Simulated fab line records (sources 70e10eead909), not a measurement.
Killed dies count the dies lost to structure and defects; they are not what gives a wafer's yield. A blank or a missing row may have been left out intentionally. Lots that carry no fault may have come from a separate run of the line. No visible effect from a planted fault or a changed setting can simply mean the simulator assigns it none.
Matching of chambers / flow nandHarc / 3 sister chambers for NHARC_P_M0_DEP_32 on pecvd-04
The step deposits SiCN, target thk 30 nm. 6 wafers are shown with their chamber, then 12 later ones without.

## WAFERS, EACH WITH ITS CHAMBER
wafer=L088.2; chamber=1; heaterPowerW (W)=600
wafer=L091.3; chamber=0; heaterPowerW (W)=700
wafer=L091.5; chamber=2; heaterPowerW (W)=555
wafer=L093.1; chamber=0; heaterPowerW (W)=684
wafer=L093.2; chamber=1; heaterPowerW (W)=585
wafer=L093.3; chamber=2; heaterPowerW (W)=589

## WAFERS WITH NO CHAMBER GIVEN
wafer=L094.1; heaterPowerW (W)=696
wafer=L094.3; heaterPowerW (W)=601
wafer=L094.5; heaterPowerW (W)=593
wafer=L095.2; heaterPowerW (W)=579
wafer=L095.4; heaterPowerW (W)=579
wafer=L095.5; heaterPowerW (W)=584
wafer=L097.1; heaterPowerW (W)=733
wafer=L097.2; heaterPowerW (W)=572
wafer=L097.3; heaterPowerW (W)=555
wafer=L096.1; heaterPowerW (W)=666
wafer=L096.4; heaterPowerW (W)=696
wafer=L096.5; heaterPowerW (W)=553

## WHICH CHAMBER EACH WENT THROUGH
wafer=L094.1; from the rows above=0; in truth=0
wafer=L094.3; from the rows above=can't be placed: 1 or 2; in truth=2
wafer=L094.5; from the rows above=can't be placed: 1 or 2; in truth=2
wafer=L095.2; from the rows above=can't be placed: 2 or 1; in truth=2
wafer=L095.4; from the rows above=can't be placed: 2 or 1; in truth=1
wafer=L095.5; from the rows above=can't be placed: 1 or 2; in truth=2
wafer=L097.1; from the rows above=0; in truth=0
wafer=L097.2; from the rows above=can't be placed: 2 or 1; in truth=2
wafer=L097.3; from the rows above=can't be placed: 2 or 1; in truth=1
wafer=L096.1; from the rows above=0; in truth=0
wafer=L096.4; from the rows above=0; in truth=0
wafer=L096.5; from the rows above=can't be placed: 2 or 1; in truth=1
Correctly placed: 4 of 12. Unplaceable from these rows: 8, with the true chamber sitting among the candidates in 8. Number placed wrongly: 0.
How it was worked out, from the rows above alone: a wafer's distance from a chamber is the root of the sum, over the readings, of the square of ((its reading less the chamber's mean) divided by the reading's scatter). If the next closest chamber is less than 2 further off than the closest, the wafer can't be placed; otherwise it belongs to the closest. Each chamber's mean is taken over the wafers shown for it. The scatter: take each reading less its chamber's mean, square it, sum over the shown wafers, divide by the number of wafers less the number of chambers, and take the root.
